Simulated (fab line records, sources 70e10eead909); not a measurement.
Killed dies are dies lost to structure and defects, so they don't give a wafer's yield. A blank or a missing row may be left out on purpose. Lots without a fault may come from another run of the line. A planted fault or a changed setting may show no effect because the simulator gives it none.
Chamber matching | flow nand_harc | NHARC_A_WL_FILL_ALD_00 on ald_hk-02: 4 sister chambers
The step deposits Al2O3, target thk 3 nm, pulse time 3 s, ald cycles 30. 4 wafers are shown with their chamber, then 10 later ones without.

WAFERS WITH THEIR CHAMBER
wafer  | chamber | heater_power_w (W)
L088.1 | 0       | 475
L088.5 | 3       | 448
L094.1 | 1       | 545
L094.2 | 2       | 443

WAFERS WITHOUT THEIR CHAMBER
wafer  | heater_power_w (W)
L094.3 | 458
L095.2 | 470
L095.3 | 450
L095.6 | 532
L096.2 | 545
L096.3 | 475
L096.6 | 425
L097.2 | 486
L097.4 | 550
L097.6 | 531

WHICH CHAMBER EACH WENT THROUGH
wafer  | from the rows above          | in truth
L094.3 | can't be placed: 3 or 2 or 0 | 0
L095.2 | can't be placed: 0 or 3      | 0
L095.3 | can't be placed: 3 or 2      | 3
L095.6 | 1                            | 1
L096.2 | 1                            | 1
L096.3 | 0                            | 0
L096.6 | can't be placed: 2 or 3      | 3
L097.2 | 0                            | 0
L097.4 | 1                            | 1
L097.6 | 1                            | 1
Placed correctly: 6 of 10. Can't be placed from these rows: 4 (the true chamber is among the candidates in 4). Placed wrongly: 0.
How it was worked out, from the rows above alone: a wafer's distance from a chamber is the root of the sum, over the readings, of the square of ((its reading less the chamber's mean) divided by the reading's scatter). The wafer belongs to the nearest chamber; if the next one is less than 2 further off, it can't be placed. A chamber's mean is the mean of its shown wafers. The scatter: with one shown wafer a chamber, the root of the mean of the squares of how far each hidden wafer lies from its nearest shown one.
